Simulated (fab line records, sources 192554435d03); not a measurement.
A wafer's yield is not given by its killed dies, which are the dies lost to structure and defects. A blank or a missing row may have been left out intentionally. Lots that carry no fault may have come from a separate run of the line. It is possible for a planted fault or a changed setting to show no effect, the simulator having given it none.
Which tool did it? | flow n5-finfet | 25 wafers from 10 lots sampled at 4 of the route's 1938 steps

## WHAT THE GAUGES READ, wafer by wafer
N5_BEOL_M4_RC_MEAS_101.
lot  | measured     | on        | RC_DENSE_P (ohm.um)
L517 | day 8 10:10  | prober-02 | 24.3 24.0 23.3
L519 | day 9 11:14  | prober-01 | 23.8 23.9 24.1
L520 | day 9 07:38  | prober-02 | 23.7 23.3 23.9
L523 | day 9 14:26  | prober-02 | 23.9 23.4 23.4
L524 | day 9 19:16  | prober-02 | 23.4 24.0 24.0
L525 | day 9 23:08  | prober-02 | 24.2 23.9 24.1
L526 | day 10 18:02 | prober-01 | 23.4 23.4 23.4
L530 | day 11 23:32 | prober-02 | 23.8 23.0
L532 | day 12 04:57 | prober-02 | 39.4
L534 | day 12 17:44 | prober-02 | 37.2

## WHAT TOOL EACH LOT RAN ON (gives the tool, then ch and the chambers of the sampled wafers, and finally the start)
lot  | N5_MOL_CONTACT_COAG_CONTACT_ETCH_14 | N5_BEOL_M4_SPUTTER_79        | N5_BEOL_M4_ANNEAL_82
L517 | rie-diel-02 ch 1,3, day 5 03:45     | pvd-sputter-01, day 8 07:22  | pvd-sputter-01, day 8 07:40
L519 | rie-diel-04 ch 0,2,3, day 5 21:22   | pvd-sputter-01, day 9 08:24  | pvd-sputter-01, day 9 08:42
L520 | rie-diel-06 ch 0,1, day 5 23:51     | pvd-sputter-01, day 9 04:36  | pvd-sputter-01, day 9 04:54
L523 | rie-diel-04 ch 0,1, day 6 15:59     | pvd-sputter-02, day 9 11:45  | pvd-sputter-02, day 9 12:03
L524 | rie-diel-04 ch 0,1,2, day 6 19:27   | pvd-sputter-01, day 9 16:36  | pvd-sputter-01, day 9 16:54
L525 | rie-diel-04 ch 1,3, day 7 04:00     | pvd-sputter-01, day 9 20:10  | pvd-sputter-01, day 9 20:28
L526 | rie-diel-02 ch 0,1, day 7 14:03     | pvd-sputter-02, day 10 15:15 | pvd-sputter-02, day 10 15:33
L530 | rie-diel-04 ch 1,2, day 8 08:09     | pvd-sputter-01, day 11 20:07 | pvd-sputter-01, day 11 20:25
L532 | rie-diel-04 ch 3, day 8 22:14       | pvd-sputter-03, day 12 01:44 | pvd-sputter-03, day 12 02:04
L534 | rie-diel-04 ch 3, day 9 10:58       | pvd-sputter-03, day 12 14:29 | pvd-sputter-03, day 12 14:49
- N5_MOL_CONTACT_COAG_CONTACT_ETCH_14: etches SiO2 in C4F6/O2, target depth 27.5 nm, overetch 8.5 nm, time 20 s.
- N5_BEOL_M4_SPUTTER_79: material Cu, target thk 4.5 nm, time 8.29 s.
- N5_BEOL_M4_ANNEAL_82: time 240 s.

## THE ANSWER, worked out from the rows above alone
Rule: the usual values come from the lots themselves. Put in order of their means at a reading, lots are off if they are a third of the lots or fewer, leave a main group of 4 or more, and stand apart from it by a gap of 3 or more times the standard deviation of the main group's means; of several such gaps the widest counts. If all means in a main group match to the digits the tables above print for the reading, that group is not used. Also off: a lot with no number at a reading for which 4 or more lots have one. Any other lot the step has rows for is counted as sound.
Off: L532, L534, at N5_BEOL_M4_RC_MEAS_101 (RC_DENSE_P). The main group: mean 23.7 ohm.um, standard deviation 0.23.
If a tool, at a process step before that reading, ran all the lots that are off and no sound lot after the first of them, it fits. Those tools and the gauges at N5_BEOL_M4_RC_MEAS_101 are tried in the same way. Can't be told from this: 3 tools fit, rie-diel-04 at N5_MOL_CONTACT_COAG_CONTACT_ETCH_14, pvd-sputter-03 at N5_BEOL_M4_SPUTTER_79 and N5_BEOL_M4_ANNEAL_82, prober-02 at N5_BEOL_M4_RC_MEAS_101.

## WHAT THE SIMULATOR HAD INSERTED
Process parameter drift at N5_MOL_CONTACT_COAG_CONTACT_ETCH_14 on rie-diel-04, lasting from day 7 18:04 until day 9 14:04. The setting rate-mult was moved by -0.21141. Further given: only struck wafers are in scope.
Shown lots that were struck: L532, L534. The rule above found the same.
